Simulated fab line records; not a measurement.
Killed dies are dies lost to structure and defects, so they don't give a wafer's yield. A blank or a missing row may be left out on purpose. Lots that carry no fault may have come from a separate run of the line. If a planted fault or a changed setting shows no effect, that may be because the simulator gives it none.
Comparing a struck lot with a sound one ; flow nandHarc ; 14 out of 1302 route steps
Sound: the wafers L838.4, L838.5, L838.6. Wafers struck: L839.2, L839.5, L839.6. At the end, the cause is stated.
Per side, at each step with rows, come the tool, then ch with its chambers, and then its first start. Under that, the readings that differ: sound wafers ; struck wafers ; difference of the means ; sigmas: that difference in standard deviations of wafers without a fault.
alike: a reading whose means differ by less than 2 such deviations, as well as words and numbers matching on both sides. not compared: withheld readings; readings where some wafer has no value; bounds like >300 that might hide an equal value; numbers whose values overlap and for which the record gives no deviation.
A row with sigmas, a row that says differs or no value, or rows on one side alone: a step with any of these is where the two part. Non-overlapping numbers with no deviation appear without sigmas and do not part them. A reading missing from all wafers of one side parts the sides only when that side holds two or more wafers.

NHARC_THIN_TSV_DEP_43: deposits SiO2, target thk 1328.5 nm.
  sound on pecvd-02 ch 0,1,2, day 25 05:17; struck on pecvd-01 ch 0,1,2, day 25 14:15
  alike: throttleValvePct
then, 8 steps without rows for these wafers: NHARC_THIN_TSV_DEHYDRATE_04 (time 120 s); NHARC_THIN_TSV_HMDS_05 (time 30 s); NHARC_THIN_TSV_COAT_06; NHARC_THIN_TSV_SOFTBAKE_07 (time 95 s); NHARC_THIN_TSV_EBR_08; NHARC_THIN_TSV_EXPOSE_09 (exposes mask TSV); NHARC_THIN_TSV_PEB_10 (peb time 85 s); NHARC_THIN_TSV_DEVELOP_11 (time 70 s).
NHARC_THIN_TSV_CD_MEAS_12: target cd 1000 nm.
  sound on cdSem-03 ch 0, day 25 05:52; struck on cdSem-01 ch 0, day 25 15:00
  alike: cdNm
then, 1 step without rows for these wafers: NHARC_THIN_TSV_HARDBAKE_13 (time 80 s).
NHARC_THIN_TSV_DESCUM_14: chemistry O2, time 3 s.
  sound on rieDiel-10 ch 0,3, day 25 06:01; struck on rieDiel-04 ch 0,2, day 25 15:09
reading;sound;struck;difference;sigmas
o2FlowSccm (sccm);200.6 200.2 200.4;198.5 199.7 199.1;-1.3;-2
  alike: drypumpMotorCurrentA, mfcArSccm, oesProductAu, rfVppV, showerheadPlenumPTorr, throttleValvePct
  not compared: rfHoursCounterH
NHARC_THIN_TSV_ETCH_44: etches the open film in CF4/O2, target depth 1594.2 nm, time 797.1 s.
  sound on rieDiel-10 ch 1,2, day 25 06:06; struck on rieDiel-04 ch 0,1,2, day 25 15:24
  no value came back on the struck wafers for any of 9 readings (biasW (W), cf4FlowSccm (sccm) and others); on the sound wafers biasW (W) reads 802.1 797.2 804.8
  not compared: rfHoursCounterH
NHARC_THIN_TSV_ETCH_15: target depth 3000 nm, bosch target overetch cycles 2, bosch etch step 2.8 s.
  sound on rieSi-05 ch 2,3, day 25 06:40; struck on rieSi-05 ch 0,1,3, day 25 15:57
  alike: drypumpMotorCurrentA
  not compared: rfHoursCounterH

== WHERE THEY PART ==
Last at NHARC_THIN_TSV_ETCH_44 as far as this record goes, first at NHARC_THIN_TSV_DESCUM_14. Later steps at which nothing parts them and some readings are alike: NHARC_THIN_TSV_ETCH_15.

WHY: the cause the simulator had injected
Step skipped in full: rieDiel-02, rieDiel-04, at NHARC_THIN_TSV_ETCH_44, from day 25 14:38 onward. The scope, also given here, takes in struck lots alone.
